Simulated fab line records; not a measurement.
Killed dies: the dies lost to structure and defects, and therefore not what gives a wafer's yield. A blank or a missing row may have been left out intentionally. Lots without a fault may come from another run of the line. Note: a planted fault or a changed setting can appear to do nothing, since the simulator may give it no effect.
Matching of chambers / flow nand harc / pecvd-03 running NHARC_P_CONTACT_DEP_30: 3 sister chambers
The step deposits SiNx, target thk 30 nm. 18 wafers are shown with their chamber, then 9 later ones without.

== WAFERS, EACH WITH ITS CHAMBER ==
wafer=L462.1; chamber=0; heater power w (W)=601
wafer=L462.2; chamber=2; heater power w (W)=742
wafer=L462.5; chamber=0; heater power w (W)=601
wafer=L472.4; chamber=2; heater power w (W)=765
wafer=L472.5; chamber=0; heater power w (W)=695
wafer=L472.6; chamber=1; heater power w (W)=772
wafer=L475.1; chamber=0; heater power w (W)=729
wafer=L475.4; chamber=0; heater power w (W)=765
wafer=L475.6; chamber=2; heater power w (W)=802
wafer=L474.3; chamber=2; heater power w (W)=808
wafer=L474.4; chamber=0; heater power w (W)=756
wafer=L474.5; chamber=2; heater power w (W)=837
wafer=L481.1; chamber=2; heater power w (W)=719
wafer=L481.2; chamber=1; heater power w (W)=820
wafer=L481.4; chamber=1; heater power w (W)=816
wafer=L482.3; chamber=0; heater power w (W)=744
wafer=L482.4; chamber=0; heater power w (W)=731
wafer=L482.6; chamber=2; heater power w (W)=810

SIGNATURES (averages over the wafers above)
reading=heater power w; chamber 0=702.75; chamber 1=802.67; chamber 2=783.29; scatter within a chamber=53.4
Rule: a wafer's distance from a chamber is the root of the sum, over the readings, of the square of ((its reading less the chamber's mean) divided by the reading's scatter). The wafer belongs to the nearest chamber; if the next one is less than 2 further off, it can't be placed. The scatter is the square root of a quotient: the sum, over the shown wafers, of each reading's squared deviation from its chamber's mean, divided by wafers minus chambers.

== WAFERS WITH NO CHAMBER GIVEN ==
wafer=L483.1; heater power w (W)=781
wafer=L483.2; heater power w (W)=679
wafer=L483.4; heater power w (W)=827
wafer=L484.2; heater power w (W)=802
wafer=L484.3; heater power w (W)=683
wafer=L484.6; heater power w (W)=677
wafer=L485.2; heater power w (W)=782
wafer=L485.3; heater power w (W)=734
wafer=L485.4; heater power w (W)=742

== THE CHAMBER EACH PASSED THROUGH ==
wafer=L483.1; from the rows above=can't be placed: 2 or 1 or 0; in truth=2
wafer=L483.2; from the rows above=can't be placed: 0 or 2 or 1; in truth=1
wafer=L483.4; from the rows above=can't be placed: 1 or 2 or 0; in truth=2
wafer=L484.2; from the rows above=can't be placed: 1 or 2 or 0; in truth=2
wafer=L484.3; from the rows above=can't be placed: 0 or 2 or 1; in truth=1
wafer=L484.6; from the rows above=can't be placed: 0 or 2 or 1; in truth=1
wafer=L485.2; from the rows above=can't be placed: 2 or 1 or 0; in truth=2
wafer=L485.3; from the rows above=can't be placed: 0 or 2 or 1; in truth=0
wafer=L485.4; from the rows above=can't be placed: 0 or 2 or 1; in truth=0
Correctly placed: 0 of 9. Can't be placed from these rows: 9 (the true chamber is among the candidates in 9). Wrongly placed: 0.
